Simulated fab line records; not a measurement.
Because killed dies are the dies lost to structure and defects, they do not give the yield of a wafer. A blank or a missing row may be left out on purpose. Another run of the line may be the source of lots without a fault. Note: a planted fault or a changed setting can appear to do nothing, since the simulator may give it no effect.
fab line records -- flow nand-harc
record: lots: 12, wafers: 36, last-day: 34
route steps=1302 shown P_GATE@144 END@1302
lots that met no fault: from a run of the same line without faults
start-h: hours from the record's first day to the start of the lot's first wafer shown -- wait-h: hours since the lot's step before -- " identical to the entry in the row above -- L1.1+2: a row that stands for several wafers -- - no value, or no start given -- * or withheld: withheld -- < > ~ a bound
route shown NAME@n: names a module that has steps shown in the file, with the first one's number in the route -- usual: mean/standard deviation taken from wafers without a fault -- same: alike in all rows -- chamber/n: place in a boat -- sites: per-site readings -- _std_site: how widely they spread, as a standard deviation -- _edge_site: inner sites' mean taken away from outer sites' mean -- radius-mm: for every site, how far away it sits from the centre of the wafer -- mask NAME#n: copy n -- behind: the most recent tool/chamber to have shaped the wafer -- hold: what put the lot on hold/how long, in hours/how the hold closed -- device: transistor that didn't switch, given as n, p or np -- end of line: tests of these same wafers at the route's end -- where a step has no rows: the recipe by itself -- killed: dies that structure and defects cost at the first sort, which is not the same as the wafer's yield -- map: a wafer's dies, x killed, . not, _ none there
set.NAME: setting as actually run; set.NAME@STEP: the setting as run at that earlier step -- model.NAME: the simulator's own value behind a step, which no gauge read
steps of the route over a sample of lots; a table a step, a row a wafer
services: from which hour (start-h, from the record's first day; less than 0 if before it) a tool's chamber was out of use, for how many hours, and why
== steps ==
step: NHARC_P_GATE_DESCUM_31
recipe: time-s: 3, o2-flow-sccm: 200, ar-flow-sccm: 0, bias-power-w: 0, chemistry: O2
usual: drypump-motor-current-A: 5.9/0.34, oes-product-au: 1.002/0.0098, rf-vpp-V: 57.8/0.89, showerhead-plenum-p-Torr: 1.94/0.07, throttle-valve-pct: 11.310/0.0096
lot.wafer,tool,chamber,start-h,wait-h,drypump-motor-current-A,oes-product-au,rf-hours-counter-h,rf-vpp-V,showerhead-plenum-p-Torr,throttle-valve-pct
L782.4,rie-diel-03,2,103.36,0.1,5.7,1.000,10,57.8,1.97,11.302
L782.3,rie-diel-03,3,103.36,0.1,5.9,1.001,11,58.2,2.01,11.302
L782.1,rie-diel-03,0,103.36,0.1,5.8,1.012,12,56.3,1.86,11.307
L783.1,rie-diel-11,0,113.55,0.1,5.3,1.008,1,57.2,1.91,11.307
L783.4,rie-diel-11,1,113.55,0.1,6.1,1.021,1,57.0,1.88,11.325
L783.6,rie-diel-11,3,113.55,0.1,5.5,1.001,-,57.9,2.07,11.311
L784.3,rie-diel-11,0,129.72,0.1,5.3,1.008,2,56.7,1.91,11.329
L784.6,rie-diel-11,3,129.72,0.1,5.5,0.982,-,58.2,2.07,11.300
L784.5,rie-diel-11,1,129.72,0.1,6.2,1.031,-,57.8,1.88,11.317
L785.3,rie-diel-07,0,136.87,0.1,5.8,0.985,0,56.8,1.86,11.316
L785.4,rie-diel-07,2,136.87,0.1,6.4,0.997,0,57.4,1.98,11.314
L785.6,rie-diel-07,1,136.87,0.1,6.4,0.987,-,57.5,1.86,11.308
L788.4,rie-diel-11,0,166.26,0.1,5.3,0.993,3,58.7,1.91,11.312
L788.3,rie-diel-11,3,166.26,0.1,5.5,1.001,4,56.5,2.07,11.310
L788.5,rie-diel-11,1,166.26,0.1,6.2,1.023,-,58.8,1.88,11.290
L789.3,rie-diel-03,1,181.25,0.1,5.7,0.990,4,58.1,1.94,11.321
L789.6,rie-diel-03,1,181.25,0.1,5.7,0.995,-,57.4,1.94,11.333
L789.5,rie-diel-03,2,181.25,0.1,5.7,0.999,-,57.7,1.97,11.324
L790.2,rie-diel-07,1,187.03,0.1,6.4,1.013,3,58.0,1.86,11.303
L790.1,rie-diel-07,2,187.03,0.1,6.4,1.006,3,57.4,1.98,11.325
L790.3,rie-diel-07,0,187.03,0.1,5.8,0.997,4,56.3,1.86,11.317
L792.4,rie-diel-07,3,213.95,0.1,5.8,1.001,4,58.6,1.87,11.308
L792.6,rie-diel-07,2,213.95,0.1,6.4,1.004,-,58.8,1.98,11.303
L792.5,rie-diel-07,3,213.95,0.1,5.8,1.001,-,58.3,1.87,11.294
L793.2,rie-diel-03,3,217.85,0.1,5.9,0.993,4,58.8,2.01,11.297
L793.6,rie-diel-03,3,217.85,0.1,6.0,1.002,-,57.4,2.01,11.310
L793.5,rie-diel-03,0,217.85,0.1,5.9,1.013,-,57.6,1.86,11.314
L796.4,rie-diel-11,0,244.24,0.1,5.3,1.007,6,58.9,1.91,11.312
L796.3,rie-diel-11,1,244.24,0.1,6.2,1.013,8,56.9,1.87,11.317
L796.5,rie-diel-11,0,244.24,0.1,5.3,1.006,-,57.2,1.91,11.312
L799.3,rie-diel-03,3,275.45,0.1,5.9,0.997,8,57.4,2.01,11.294
L799.4,rie-diel-03,1,275.45,0.1,5.7,0.989,10,58.7,1.94,11.287
L799.5,rie-diel-03,3,275.45,0.1,5.9,0.990,-,57.5,2.01,11.301
L804.1,rie-diel-11,3,328.00,0.1,5.5,1.003,4,58.2,2.06,11.309
L804.3,rie-diel-11,0,328.00,0.1,5.3,1.013,3,59.4,1.91,11.317
L804.5,rie-diel-11,1,328.00,0.1,6.2,1.010,-,58.1,1.87,11.304
step: NHARC_P_GATE_ETCH_104
recipe: target-depth-a: 600, time-s: withheld, cf4-flow-sccm: 100, chf3-flow-sccm: 30, ar-flow-sccm: 0, rf-w: 500, bias-w: 200, chemistry: CF4/CHF3
usual: drypump-motor-current-A: 5.9/0.34, oes-product-au: 0.953/0.022, rf-vpp-V: 371.2/2, showerhead-plenum-p-Torr: 1.59/0.056, throttle-valve-pct: 16.803/0.0089
lot.wafer,tool,chamber,start-h,wait-h,drypump-motor-current-A,oes-product-au,rf-vpp-V,showerhead-plenum-p-Torr,throttle-valve-pct
L782.4,rie-diel-03,1,103.44,0.1,5.7,0.980,372.6,1.60,16.810
L782.1,rie-diel-03,2,103.44,0.1,5.7,0.980,370.2,1.62,16.808
L782.3,rie-diel-03,3,103.44,0.1,5.9,0.990,374.4,1.65,16.816
L783.4,rie-diel-11,3,113.62,0.1,5.5,0.930,374.0,1.69,16.794
L783.1,rie-diel-11,1,113.62,0.1,6.2,0.959,369.3,1.55,16.790
L783.6,rie-diel-11,2,113.62,0.1,6.4,0.938,373.8,1.67,16.812
L784.3,rie-diel-11,1,129.83,0.1,6.2,0.986,370.2,1.54,16.805
L784.5,rie-diel-11,3,129.83,0.1,5.5,0.958,373.8,1.69,16.814
L784.6,rie-diel-11,0,129.83,0.1,5.3,0.967,372.5,1.57,16.774
L785.3,rie-diel-07,1,136.96,0.1,6.4,0.965,369.7,1.54,16.800
L785.4,rie-diel-07,3,136.96,0.1,5.8,0.979,368.6,1.54,16.793
L785.6,rie-diel-07,2,136.96,0.1,6.4,0.978,371.9,1.63,16.811
L788.3,rie-diel-11,0,166.34,0.1,5.3,0.955,372.3,1.57,16.791
L788.4,rie-diel-11,1,166.34,0.1,6.2,0.982,368.6,1.54,16.800
L788.5,rie-diel-11,1,166.34,0.1,6.2,0.972,368.4,1.55,16.823
L789.3,rie-diel-03,3,181.34,0.1,5.9,0.983,372.3,1.65,16.808
L789.5,rie-diel-03,2,181.34,0.1,5.7,0.964,372.2,1.62,16.809
L789.6,rie-diel-03,3,181.34,0.1,5.9,0.976,374.1,1.65,16.812
L790.1,rie-diel-07,2,187.11,0.1,6.5,0.957,371.4,1.62,16.808
L790.3,rie-diel-07,3,187.11,0.1,5.8,0.963,370.0,1.54,16.809
L790.2,rie-diel-07,0,187.11,0.1,5.8,0.960,369.9,1.53,16.804
L792.4,rie-diel-07,2,214.03,0.1,6.4,0.959,370.9,1.62,16.802
L792.5,rie-diel-07,0,214.03,0.1,5.8,0.964,370.2,1.53,16.794
L792.6,rie-diel-07,1,214.03,0.1,6.3,0.977,369.3,1.53,16.795
L793.2,rie-diel-03,3,217.95,0.1,5.9,0.932,373.2,1.65,16.800
L793.6,rie-diel-03,0,217.95,0.1,5.9,0.931,369.0,1.53,16.802
L793.5,rie-diel-03,1,217.95,0.1,5.7,0.921,372.0,1.60,16.797
L796.4,rie-diel-11,3,244.33,0.1,5.5,0.967,375.2,1.69,16.814
L796.3,rie-diel-11,0,244.33,0.1,5.3,0.959,370.3,1.57,16.807
L796.5,rie-diel-11,3,244.33,0.1,5.5,0.978,374.6,1.69,16.807
L799.4,rie-diel-03,0,275.53,0.1,5.9,0.933,370.1,1.53,16.803
L799.3,rie-diel-03,1,275.53,0.1,5.7,0.914,370.8,1.59,16.806
L799.5,rie-diel-03,0,275.53,0.1,5.9,0.929,367.6,1.53,16.806
L804.3,rie-diel-11,1,328.07,0.1,6.2,0.919,372.6,1.54,16.813
L804.1,rie-diel-11,2,328.07,0.1,6.4,0.958,374.3,1.67,16.820
L804.5,rie-diel-11,2,328.07,0.1,6.4,0.942,373.6,1.67,16.783
step: NHARC_P_GATE_EXPOSE_56
recipe: na: 0.6, target-cd-nm: 720, dose-mj: 14.81, mask-id: P_PSD
lot.wafer,tool,chamber,start-h,wait-h,mask
L782.1+3+4,krf-scanner-01,0,116.67,-,P_PSD#0
L783.1+4+6,krf-scanner-03,0,126.98,-,P_PSD#0
L784.3+5+6,krf-scanner-03,0,145.07,-,P_PSD#0
L785.3+4+6,krf-scanner-03,0,150.05,-,P_PSD#0
L788.3+4+5,krf-scanner-02,0,181.62,-,P_PSD#0
L789.3+5+6,krf-scanner-03,0,194.71,-,P_PSD#0
L790.1+2+3,krf-scanner-03,0,200.33,-,P_PSD#0
L792.4+5+6,krf-scanner-03,0,229.64,-,P_PSD#0
L793.2+5+6,krf-scanner-03,0,233.25,-,P_PSD#0
L796.3+4+5,krf-scanner-03,0,257.66,-,P_PSD_R1#0
L799.3+4+5,krf-scanner-02,0,288.80,-,P_PSD#0
L804.1+3+5,krf-scanner-02,0,341.47,-,P_PSD#0
step: NHARC_P_GATE_CD_MEAS_59
recipe: target-cd-nm: 720, landing-energy-ev: 500
usual: cd-nm: 720.6/2
lot.wafer,tool,chamber,start-h,wait-h,hold,cd-nm
L782.1,cd-sem-03,0,116.83,-,-,722.4
L782.3,cd-sem-03,0,116.83,-,-,724.5
L782.4,cd-sem-03,0,116.83,-,-,719.5
L783.1,cd-sem-03,0,127.14,-,-,722.0
L783.4,cd-sem-03,0,127.14,-,-,719.5
L783.6,cd-sem-03,0,127.14,-,-,718.7
L784.3,cd-sem-02,0,145.22,-,-,721.8
L784.5,cd-sem-02,0,145.22,-,-,721.8
L784.6,cd-sem-02,0,145.22,-,-,723.5
L785.3,cd-sem-02,0,150.20,-,-,723.7
L785.4,cd-sem-02,0,150.20,-,-,720.6
L785.6,cd-sem-02,0,150.20,-,-,722.6
L788.3,cd-sem-02,0,181.77,-,-,719.0
L788.4,cd-sem-02,0,181.77,-,-,721.8
L788.5,cd-sem-02,0,181.77,-,-,719.9
L789.3,cd-sem-01,0,194.86,-,-,718.8
L789.5,cd-sem-01,0,194.86,-,-,718.8
L789.6,cd-sem-01,0,194.86,-,-,719.1
L790.1,cd-sem-03,0,200.48,-,-,721.6
L790.2,cd-sem-03,0,200.48,-,-,723.2
L790.3,cd-sem-03,0,200.48,-,-,725.1
L792.4,cd-sem-03,0,229.78,-,-,721.2
L792.5,cd-sem-03,0,229.78,-,-,723.6
L792.6,cd-sem-03,0,229.78,-,-,722.7
L793.2,cd-sem-01,0,233.40,-,-,721.1
L793.5,cd-sem-01,0,233.40,-,-,717.9
L793.6,cd-sem-01,0,233.40,-,-,720.1
L796.3,cd-sem-03,0,257.81,-,await-dispo/0.2h/release,688.3
L796.4,cd-sem-03,0,257.81,-,await-dispo/0.2h/release,685.1
L796.5,cd-sem-03,0,257.81,-,await-dispo/0.2h/release,687.7
L796.3,cd-sem-03,0,-,-,-,687.9
L796.4,cd-sem-03,0,-,-,-,685.2
L796.5,cd-sem-03,0,-,-,-,687.5
L799.3,cd-sem-02,0,288.95,-,-,722.8
L799.4,cd-sem-02,0,288.95,-,-,719.9
L799.5,cd-sem-02,0,288.95,-,-,719.7
L804.1,cd-sem-03,0,341.63,-,-,716.7
L804.3,cd-sem-03,0,341.63,-,-,717.8
L804.5,cd-sem-03,0,341.63,-,-,720.2
step: NHARC_P_GATE_CD_MEAS_91
recipe: target-cd-nm: 2000, landing-energy-ev: 500
usual: cd-nm: 1998.7/1.3
lot.wafer,tool,chamber,start-h,wait-h,cd-nm
L782.1,cd-sem-02,0,118.43,-,1998.0
L782.3,cd-sem-02,0,118.43,-,1999.9
L782.4,cd-sem-02,0,118.43,-,1999.1
L783.1,cd-sem-02,0,128.72,-,1997.6
L783.4,cd-sem-02,0,128.72,-,1999.8
L783.6,cd-sem-02,0,128.72,-,1996.7
L784.3,cd-sem-01,0,146.93,-,2002.3
L784.5,cd-sem-01,0,146.93,-,1998.6
L784.6,cd-sem-01,0,146.93,-,2000.7
L785.3,cd-sem-03,0,151.92,-,2000.1
L785.4,cd-sem-03,0,151.92,-,1998.9
L785.6,cd-sem-03,0,151.92,-,1999.3
L788.3,cd-sem-01,0,183.48,-,1996.8
L788.4,cd-sem-01,0,183.48,-,1996.8
L788.5,cd-sem-01,0,183.48,-,1997.9
L789.3,cd-sem-02,0,196.56,-,2000.2
L789.5,cd-sem-02,0,196.56,-,1999.5
L789.6,cd-sem-02,0,196.56,-,1997.3
L790.1,cd-sem-01,0,202.20,-,2001.3
L790.2,cd-sem-01,0,202.20,-,1999.7
L790.3,cd-sem-01,0,202.20,-,1998.5
L792.4,cd-sem-02,0,231.55,-,2001.2
L792.5,cd-sem-02,0,231.55,-,1996.9
L792.6,cd-sem-02,0,231.55,-,1997.3
L793.2,cd-sem-03,0,235.11,-,1997.6
L793.5,cd-sem-03,0,235.11,-,1997.8
L793.6,cd-sem-03,0,235.11,-,1996.5
L796.3,cd-sem-03,0,262.61,-,1999.6
L796.4,cd-sem-03,0,262.61,-,1998.2
L796.5,cd-sem-03,0,262.61,-,1998.7
L799.3,cd-sem-02,0,290.66,-,2000.4
L799.4,cd-sem-02,0,290.66,-,1997.8
L799.5,cd-sem-02,0,290.66,-,1998.6
L804.1,cd-sem-02,0,343.22,-,1997.7
L804.3,cd-sem-02,0,343.22,-,1997.4
L804.5,cd-sem-02,0,343.22,-,1998.7
step: NHARC_END_SORT_01
recipe: temp-c: 25
usual: killed-at-array: 56/19, killed-at-other: 1.0/1.3, killed-at-periphery: 3.8/2.2, killed-dies: 61/19, killed-open: 3.1/1.9, killed-short: 2.3/1.5
same: gross-dies: 677
lot.wafer,tool,chamber,start-h,wait-h,killed-at-array,killed-at-other,killed-at-periphery,killed-dies,killed-open,killed-short
L790.1,prober-02,0,648.30,2.4,59,0,3,62,1,0
L790.2,prober-02,0,649.10,2.8,56,0,6,62,1,1
L790.3,prober-02,0,649.89,3.1,64,0,3,67,1,2
L796.3,prober-02,0,742.74,3.1,55,0,1,56,3,3
L796.4,prober-02,0,743.55,3.4,50,0,2,52,4,3
L796.5,prober-02,0,744.36,3.7,45,1,2,48,3,2
killed by level:class
L790.1 A_SLIT:chamber-film-flake=30 A_CHANNEL_HOLE_D1:chamber-film-flake=9 A_CHANNEL_HOLE_D2:chamber-film-flake=8 A_SGD_CUT:chamber-film-flake=4 A_STAIRCASE:chamber-film-flake=3 A_CONTACT:chamber-film-flake=3 P_BONDPAD:chamber-film-flake=2 A_CHANNEL_FILL_D2:geometric-particle:open=1
L790.2 A_SLIT:chamber-film-flake=26 A_CHANNEL_HOLE_D2:chamber-film-flake=9 A_CHANNEL_HOLE_D1:chamber-film-flake=5 A_STAIRCASE:chamber-film-flake=5 P_BONDPAD:chamber-film-flake=4 A_CONTACT:chamber-film-flake=4 P_ZERO_WELL:chamber-film-flake=2 A_SGD_CUT:chamber-film-flake=2
L790.3 A_SLIT:chamber-film-flake=31 A_CHANNEL_HOLE_D2:chamber-film-flake=15 A_CHANNEL_HOLE_D1:chamber-film-flake=5 A_CONTACT:chamber-film-flake=5 A_DECK1_JOINT:chamber-film-flake=2 A_STAIRCASE:chamber-film-flake=2 A_DECK1_JOINT:geometric-particle:open=1 A_CHANNEL_HOLE_D2:geometric-particle:short=1
L796.3 A_SLIT:chamber-film-flake=27 A_CHANNEL_HOLE_D1:chamber-film-flake=8 A_CONTACT:chamber-film-flake=6 A_STAIRCASE:chamber-film-flake=4 A_BONDPAD:chamber-film-flake=2 A_SOURCE_PLATE:geometric-particle:open=1 A_CHANNEL_FILL_D1:geometric-particle:open=1 A_DECK1_JOINT:geometric-particle:short=1
L796.4 A_SLIT:chamber-film-flake=29 A_CHANNEL_HOLE_D1:chamber-film-flake=8 A_CONTACT:chamber-film-flake=5 A_BLC:geometric-particle:open=2 A_STAIRCASE:chamber-film-flake=2 P_CONTACT:geometric-particle:short=1 A_DECK1_JOINT:geometric-particle:open=1 A_CHANNEL_HOLE_D2:geometric-particle:open=1
L796.5 A_SLIT:chamber-film-flake=31 A_CONTACT:chamber-film-flake=5 A_CHANNEL_HOLE_D1:chamber-film-flake=3 A_STAIRCASE:chamber-film-flake=3 A_CHANNEL_FILL_D2:geometric-particle:short=2 P_CONTACT:geometric-particle:open=1 A_M1:geometric-particle:open=1 STARTING-WAFER:geometric-particle:open=1
== services ==
tool,chamber,start-h,hours,kind
rie-diel-03,-,105.01,9.0,pm
rie-diel-11,3,115.96,2.5,repair
rie-diel-07,-,117.63,9.0,pm
rie-diel-11,1,121.85,6.4,repair
rie-diel-11,2,122.63,10.9,repair
rie-diel-07,-,139.55,1.1,repair
rie-diel-03,1,155.59,4.8,repair
krf-scanner-03,-,156.08,2.3,repair
krf-scanner-03,-,166.41,0.2,repair
rie-diel-07,0,188.12,5.2,repair
rie-diel-07,1,191.78,7.4,repair
rie-diel-07,3,193.63,8.2,repair
rie-diel-11,0,204.59,4.2,repair
rie-diel-03,0,209.83,7.8,repair
krf-scanner-03,-,224.02,4.0,pm
rie-diel-07,1,242.24,8.3,repair
rie-diel-03,2,242.91,4.0,repair
rie-diel-11,-,255.53,9.0,pm
rie-diel-07,0,277.34,3.5,repair
rie-diel-03,3,280.84,4.3,repair
rie-diel-03,-,282.01,9.0,pm
rie-diel-07,-,294.63,9.0,pm
rie-diel-11,-,295.56,1.2,repair
rie-diel-11,2,309.67,11.1,repair
== key ==
first-sign: step: NHARC_P_GATE_EXPOSE_56, reading: mask, direction: changed
effect: step: NHARC_P_GATE_CD_MEAS_59, reading: visit, direction: added
effect: step: NHARC_P_GATE_CD_MEAS_59, reading: cd-nm, direction: down, sigmas: 16, usual: 720.6, struck: 687.0
met-at NHARC_P_GATE_EXPOSE_56
struck-lots L796
tester-left-out L796
not-acting-at NHARC_P_GATE_DESCUM_31,NHARC_P_GATE_ETCH_104,NHARC_P_GATE_CD_MEAS_91
onset-between 233.25 257.66
fault: kind: wrong-mask, tool: any, chamber: -, onset-h: 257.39, steps: NHARC_P_GATE_EXPOSE_56, aux-copy: P_PSD_R1#0, cd-offset-nm: -33.248, scope: struck-lots-only
tester-left-out: of these lots the tester's yield and bins aren't shown, on N5 and GAA mostly nor the transistor test; their killed dies are dies lost to structure and defects alone, not to doping, threshold or leakage, so they don't give the yield
